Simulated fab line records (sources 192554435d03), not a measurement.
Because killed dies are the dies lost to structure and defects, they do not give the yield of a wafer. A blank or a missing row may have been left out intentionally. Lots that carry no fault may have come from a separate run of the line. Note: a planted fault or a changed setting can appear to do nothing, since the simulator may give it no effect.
Which tool did it?    flow n5_finfet    Sampling: 8 lots, 24 wafers, 6 of 1938 route steps

## WHAT THE GAUGES READ, wafer by wafer
N5_SD_ACTIVATION_RS_MEAS_03: the measuring method here is four-point-probe.
lot   measured     on             RS_SD_N (ohm/sq)   RS_SD_P (ohm/sq)
L376  day 3 19:19  film_metro-02  21.93 22.01 22.02  55.7 57.2 55.2
L377  day 4 01:29  film_metro-02  22.07 22.09 22.05  56.0 56.6 56.8
L379  day 4 11:13  film_metro-02  21.73 21.90 21.99  55.1 54.6 55.5
L380  day 4 17:00  film_metro-01  22.89 22.71 22.72  56.8 56.8 57.1
L383  day 5 11:04  film_metro-01  22.89 22.80 22.83  56.0 56.1 56.1
L388  day 6 17:43  film_metro-02  21.71 21.91 21.90  55.0 54.4 56.1
L393  day 7 22:52  film_metro-01  21.52 21.81 21.68  57.0 56.2 56.2
L394  day 8 04:07  film_metro-01  21.52 22.14 21.90  56.4 56.7 56.7

N5_BEOL_M4_RC_MEAS_101.
lot   measured      on         DIBL_N (mV/V)   DIBL_P (mV/V)   IOFF_N (nA/um)  IOFF_P (nA/um)  ION_N (uA/um)  ION_P (uA/um)  RS_SD_N (ohm/sq)  SS_N (mV/dec)   SS_P (mV/dec)   VT_N (mV)    VT_P (mV)
L376  day 8 08:36   prober-01  36.6 34.4 35.2  36.7 35.1 36.2  0.16 0.12 0.14  0.23 0.21 0.23  671 640 667    469 456 472    28.7 28.5 28.4    71.6 70.6 70.9  73.5 73.6 73.5  250 257 253  -248 -249 -249
L377  day 8 16:59   prober-02  32.8 33.6 32.4  33.2 34.1 32.9  0.11 0.11 0.10  0.14 0.14 0.13  650 640 651    452 435 444    28.4 28.5 28.3    70.8 70.8 70.5  72.9 73.1 72.6  255 259 258  -258 -259 -258
L379  day 9 12:59   prober-01  37.3 36.3 36.6  37.0 33.6 35.0  0.16 0.15 0.14  0.24 0.19 0.21  672 658 661    469 450 461    28.2 28.4 28.4    71.5 72.1 72.0  73.0 73.0 73.7  253 252 251  -246 -252 -251
L380  day 9 11:07   prober-01  35.1 32.8 31.8  36.6 33.3 31.5  0.16 0.12 0.10  0.20 0.16 0.14  677 658 650    461 455 448    29.8 29.8 29.4    71.9 71.3 71.0  73.5 72.5 72.5  250 254 257  -252 -255 -254
L383  day 9 13:34   prober-02  36.4 39.6 37.0  38.6 41.0 38.6  0.18 0.23 0.18  0.23 0.26 0.21  694 687 678    470 451 456    29.7 29.3 29.5    72.5 73.2 72.7  73.3 75.1 74.0  245 245 248  -250 -253 -254
L388  day 11 05:10  prober-01  36.8 35.0 34.6  38.0 35.3 36.1  0.17 0.14 0.14  0.24 0.20 0.21  676 655 679    465 459 470    28.2 28.3 28.5    71.6 71.8 71.0  73.1 73.2 73.0  249 253 249  -245 -247 -246
L393  day 12 23:16  prober-01  35.1 38.3 37.1  33.9 38.0 36.6  0.13 0.18 0.16  0.17 0.23 0.20  674 693 674    463 480 455    27.9 28.3 28.4    71.7 71.4 72.0  72.8 73.7 73.1  254 250 251  -256 -249 -253
L394  day 12 12:03  prober-01  36.3 33.1 34.3  34.0 30.0 32.4  0.16 0.10 0.12  0.20 0.14 0.17  682 656 669    465 453 461    27.8 28.3 28.3    71.4 71.2 70.8  73.8 72.4 72.6  250 254 252  -250 -253 -255

## WHAT TOOL EACH LOT RAN ON (gives the tool, then ch and the chambers of the sampled wafers, and finally the start)
lot   N5_SD_EPI_N_ETCHBACK_44            N5_SD_EPI_N_ETCH_45                N5_SD_EPI_N_STRIP_38                 N5_SD_EPI_N_EPI_21
L376  rie_diel-06 ch 0,1,2, day 3 11:07  rie_diel-06 ch 0,1,2, day 3 11:13  plasma_asher-02 ch 0,1, day 3 11:29  epi_rpcvd-02 ch 0, day 3 12:22
L377  rie_diel-05 ch 0,2,3, day 3 16:32  rie_diel-05 ch 0,2,3, day 3 16:38  plasma_asher-02 ch 0, day 3 16:54    epi_rpcvd-02 ch 0, day 3 18:21
L379  rie_diel-06 ch 0,3, day 4 01:29    rie_diel-06 ch 0,3, day 4 01:35    plasma_asher-02 ch 0,1, day 4 01:50  epi_rpcvd-01 ch 0, day 4 02:55
L380  rie_diel-06 ch 0,1,3, day 4 06:51  rie_diel-06 ch 0,1,3, day 4 06:57  plasma_asher-01 ch 0,1, day 4 07:13  epi_rpcvd-02 ch 0, day 4 08:31
L383  rie_diel-04 ch 0,1,2, day 5 02:01  rie_diel-04 ch 0,1,2, day 5 02:07  plasma_asher-01 ch 0,1, day 5 02:24  epi_rpcvd-02 ch 0, day 5 04:13
L388  rie_diel-05 ch 0,1, day 6 09:10    rie_diel-05 ch 0,1, day 6 09:16    plasma_asher-01 ch 0,1, day 6 09:33  epi_rpcvd-01 ch 0, day 6 11:16
L393  rie_diel-05 ch 1,2,3, day 7 13:43  rie_diel-05 ch 1,2,3, day 7 13:49  plasma_asher-02 ch 0,1, day 7 14:07  epi_rpcvd-04 ch 0, day 7 15:49
L394  rie_diel-06 ch 1,3, day 7 19:58    rie_diel-06 ch 1,3, day 7 20:04    plasma_asher-02 ch 0,1, day 7 20:21  epi_rpcvd-04 ch 0, day 7 21:47
- N5_SD_EPI_N_ETCHBACK_44: etches SiNx in CH3F/O2, stops on SiO2, target depth 14.5 nm.
- N5_SD_EPI_N_ETCH_45: etches SiOCN in CH3F/O2, target depth 6 nm.
- N5_SD_EPI_N_STRIP_38: strips in N2/H2.
- N5_SD_EPI_N_EPI_21: deposits Si:P, time 690 s.

## AS READ BY THE TOOLS THEMSELVES (means over the sampled wafers that have a number; for cases with no such wafer, the mark the record gives instead)
N5_SD_EPI_N_ETCHBACK_44.
lot   tool         drypump_motor_current_A (A)  oes_ar_750_au (a.u.)  oes_product_au (a.u.)  rf_vpp_V (V)  showerhead_plenum_p_Torr (Torr)  throttle_valve_pct (%)
L376  rie_diel-06  5.9                          0.73                  0.62                   296           1.96                             16.46
L377  rie_diel-05  5.9                          0.80                  0.68                   305           2.00                             16.34
L379  rie_diel-06  5.5                          0.69                  0.60                   298           1.98                             16.52
L380  rie_diel-06  5.7                          0.72                  0.62                   296           1.93                             16.53
L383  rie_diel-04  5.6                          0.81                  0.70                   295           2.08                             16.46
L388  rie_diel-05  5.9                          0.75                  0.64                   295           1.95                             16.59
L393  rie_diel-05  6.0                          0.77                  0.65                   300           1.96                             16.39
L394  rie_diel-06  5.3                          0.85                  0.74                   297           1.92                             16.28

N5_SD_EPI_N_ETCH_45.
lot   tool         drypump_motor_current_A (A)  oes_product_au (a.u.)  rf_vpp_V (V)  showerhead_plenum_p_Torr (Torr)  throttle_valve_pct (%)
L376  rie_diel-06  5.9                          0.72                   127.4         1.95                             23.40
L377  rie_diel-05  5.9                          0.81                   129.0         2.00                             23.29
L379  rie_diel-06  5.6                          0.69                   127.9         1.97                             23.43
L380  rie_diel-06  5.7                          0.71                   127.0         1.93                             23.49
L383  rie_diel-04  5.6                          0.81                   128.7         2.07                             23.49
L388  rie_diel-05  5.9                          0.75                   127.6         1.95                             23.51
L393  rie_diel-05  6.0                          0.78                   126.7         1.95                             23.28
L394  rie_diel-06  5.3                          0.87                   126.5         1.92                             23.31

N5_SD_EPI_N_STRIP_38.
lot   tool             drypump_motor_current_A (A)  heater_power_w (W)  oes_product_au (a.u.)
L376  plasma_asher-02  5.3                          371                 0.746
L377  plasma_asher-02  5.4                          337                 0.773
L379  plasma_asher-02  5.4                          365                 0.764
L380  plasma_asher-01  6.0                          297                 0.772
L383  plasma_asher-01  5.6                          317                 0.764
L388  plasma_asher-01  6.0                          295                 0.774
L393  plasma_asher-02  5.2                          401                 0.764
L394  plasma_asher-02  5.4                          363                 0.769

N5_SD_EPI_N_EPI_21.
lot   tool          susceptor_temp_C (C)  susceptor_temp_C_max
L376  epi_rpcvd-02  680.1                 681.1
L377  epi_rpcvd-02  679.9                 681.1
L379  epi_rpcvd-01  680.4                 682.9
L380  epi_rpcvd-02  677.1                 678.2
L383  epi_rpcvd-02  677.0                 678.1
L388  epi_rpcvd-01  680.4                 683.2
L393  epi_rpcvd-04  680.5                 681.5
L394  epi_rpcvd-04  680.0                 680.9

## THE ANSWER, worked out from the rows above alone
Rule: the lots themselves supply what counts as usual. Put in order of their means at a reading, lots are off if they are a third of the lots or fewer, leave a main group of 4 or more, and stand apart from it by a gap of 3 or more times the standard deviation of the main group's means; of several such gaps the widest counts. A main group whose means are all the same, to the digits that the tables above print for the reading, isn't used. Also off: a lot with no number at a reading for which 4 or more lots have one. Any other lot the step has rows for is counted as sound. The gauges are gone through in route order, then the tools' own readings, and for those a lot's mean is taken as printed above. At the first step where some lot is off, the reading lying furthest off is the one used; lots without a number count as furthest.
Off: at N5_SD_ACTIVATION_RS_MEAS_03 (RS_SD_N), L380, L383. For the main group the mean is 21.88 ohm/sq and the standard deviation 0.13.
A tool fits if, at a process step before that reading, it ran every lot that is off, and no sound lot after the first of them. Not tried: the gauges at N5_SD_ACTIVATION_RS_MEAS_03; whatever is off there is also off at N5_BEOL_M4_RC_MEAS_101, on other tools, and gauge error can't account for it. One candidate fits, namely epi_rpcvd-02 at N5_SD_EPI_N_EPI_21. A fault onset in the window from L377 (day 3 18:21, its last sound lot) to L380 (day 4 08:31, its first lot off) fits.
On the lots that are off, the tool's own readings at N5_SD_EPI_N_EPI_21 differ by more than 5 times the standard deviation of the sound lots' means, which bears it out; susceptor_temp_C reads 677.0 C there versus 680.2 C on the sound lots.

## WHAT THE SIMULATOR PUT IN
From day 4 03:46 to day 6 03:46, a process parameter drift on epi_rpcvd-02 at N5_SD_EPI_N_EPI_21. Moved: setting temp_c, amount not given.
Shown lots that were struck: L380, L383. The rule above found the same.
